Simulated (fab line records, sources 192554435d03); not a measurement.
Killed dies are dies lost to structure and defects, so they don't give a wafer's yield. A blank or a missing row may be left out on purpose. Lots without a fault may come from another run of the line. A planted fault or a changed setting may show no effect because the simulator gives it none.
A struck lot beside a sound one | flow n5_finfet | 19 steps out of a route of 1938
Sound: wafers L319.1, L319.3, L319.5. Struck: wafers L328.2, L328.5, L328.6. The cause comes at the end.
At each step with rows: each side's tool, then ch and its chambers, then its first start. Under that, the readings that differ: sound wafers | struck wafers | difference of the means | sigmas: that difference in standard deviations of wafers without a fault.
alike: readings whose means differ by less than 2 such deviations, and words and numbers that are the same on both sides. not compared: withheld readings, readings that some wafer has no value for, bounds like >300 that may hide the same value, and numbers for which the record gives no deviation and whose values overlap.
The two part at a step that has a row with sigmas, a row that says differs or no value, or rows on one side only. Numbers that don't overlap but have no deviation are shown without sigmas and don't part them. A reading that every wafer of one side lacks parts them only if that side has two wafers or more.

first, 7 steps without rows for these wafers: N5_BEOL_M8_COAT_60 (time 60 s, resist thk 35 nm); N5_BEOL_M8_COAT_05 (resist thk 90 nm); N5_BEOL_M8_EBR_07; N5_BEOL_M8_SOFTBAKE_06 (time 60 s); N5_BEOL_M8_EXPOSE_08 (exposes mask M8); N5_BEOL_M8_PEB_09 (peb time 60 s); N5_BEOL_M8_DEVELOP_10 (develop time 30 s).
N5_BEOL_M8_CD_MEAS_11: target cd 38.5 nm.
  sound on cd_sem-01 ch 0, day 11 05:32; struck on cd_sem-01 ch 0, day 14 18:59
  alike: cd_nm
N5_BEOL_M8_OVL_MEAS_12:
  sound on overlay-01 ch 0, day 11 05:34; struck on overlay-02 ch 0, day 14 19:01
  alike: M8_OVL
N5_BEOL_M8_INSPECT_13: inspects for defects (brightfield).
  sound on defect_inspect-01, day 11 05:35; struck on defect_inspect-02, day 14 19:02
  alike: raw_defect_count
N5_BEOL_M8_DESCUM_16: chemistry O2, time 7.9 s.
  sound on rie_diel-05 ch 0,1,2, day 11 05:37; struck on rie_diel-04 ch 1,2, day 14 19:04
  alike: drypump_motor_current_A, oes_product_au, rf_fwd_power_W, rf_vpp_V, showerhead_plenum_p_Torr, temp_c, throttle_valve_pct
  not compared: rf_hours_counter_h
N5_BEOL_M8_ETCH_61: etches SiARC in CF4, target depth 45.5 nm, time 75.8 s.
  sound on rie_diel-05 ch 0,1,2, day 11 05:39; struck on rie_diel-04 ch 1,2, day 14 19:06
  alike: bias_w, cf4_flow_sccm, drypump_motor_current_A, etch_rf_on_time_s, oes_product_au, rf_fwd_power_W, rf_vpp_V, showerhead_plenum_p_Torr, throttle_valve_pct
  not compared: rf_hours_counter_h
N5_BEOL_M8_ETCH_62: etches SOC in N2/H2, target depth 110 nm, overetch 22 nm, time 165 s.
  sound on rie_diel-05 ch 0,1,2, day 11 05:43; struck on rie_diel-04 ch 1,2, day 14 19:10
  no value came back on the struck wafers for any of 10 readings (bias_w (W), chamber_pressure_mTorr (mTorr) and others); on the sound wafers bias_w (W) reads 149.8 149.2 150.2
  reading                                      | sound        | struck         | difference | sigmas
  model.CAR-ArF_of_BEOL_M8_COAT_05.thk_nm (nm) | 0 0 0        | 50.8 50.6 50.6 | +50.7      |
  model.SiARC_of_BEOL_M8_COAT_60.thk_nm (nm)   | 28 28.2 28.6 | 35 35 35       | +7         |
  not compared: rf_hours_counter_h
then, 1 step without rows for these wafers: N5_BEOL_M8_STRIP_68 (strips in N2/H2).
N5_BEOL_M8_STRIP_67: strips in CF4.
  sound on rie_diel-05 ch 0,1,2, day 11 05:51; struck on rie_diel-04 ch 1,2, day 14 19:18
  alike: drypump_motor_current_A, oes_product_au, rf_vpp_V, showerhead_plenum_p_Torr, throttle_valve_pct
  not compared: rf_hours_counter_h
N5_BEOL_M8_HM_OPEN_17: chemistry Cl2/BCl3, target TiN, target depth 20 nm, overetch 6 nm.
  sound on rie_metal-01 ch 0,1, day 11 05:53; struck on rie_metal-03 ch 0, day 14 19:22
  reading                     | sound             | struck            | difference | sigmas
  drypump_motor_current_A (A) | 5.87 5.86 5.58    | 5.25 5.26 5.28    | -0.51      | -3
  oes_product_au (a.u.)       | 0.63 0.64 0.74    | 0.29 0.29 0.29    | -0.38      | -5
  throttle_valve_pct (%)      | 22.08 22.06 21.93 | 22.76 22.74 22.76 | +0.73      | +4
  alike: bcl3_flow_sccm, oes_ar_750_au, rf_fwd_power_W
  not compared: rf_hours_counter_h
N5_BEOL_M8_STRIP_19: strips in O2.
  sound on rie_diel-05 ch 0,1,3, day 11 06:00; struck on rie_diel-05 ch 0,1,2, day 14 19:32
  alike: drypump_motor_current_A, oes_product_au, rf_vpp_V, showerhead_plenum_p_Torr, temp_c, throttle_valve_pct
  not compared: rf_hours_counter_h
N5_BEOL_M8_CD_MEAS_18: pitch 80 nm, target cd 40 nm.
  sound on cd_sem-02, day 11 06:04; struck on cd_sem-03, day 14 19:37
  reading    | sound          | struck | difference                    | sigmas
  cd_nm (nm) | 40.8 40.1 40.7 | - - -  | no value on the struck wafers |
then, 1 step without rows for these wafers: N5_BEOL_M8_COAT_63 (time 60 s, resist thk 60 nm).

WHERE THEY PART
First at N5_BEOL_M8_ETCH_62; last, within this record, at N5_BEOL_M8_CD_MEAS_18.

WHY: what the simulator had put in
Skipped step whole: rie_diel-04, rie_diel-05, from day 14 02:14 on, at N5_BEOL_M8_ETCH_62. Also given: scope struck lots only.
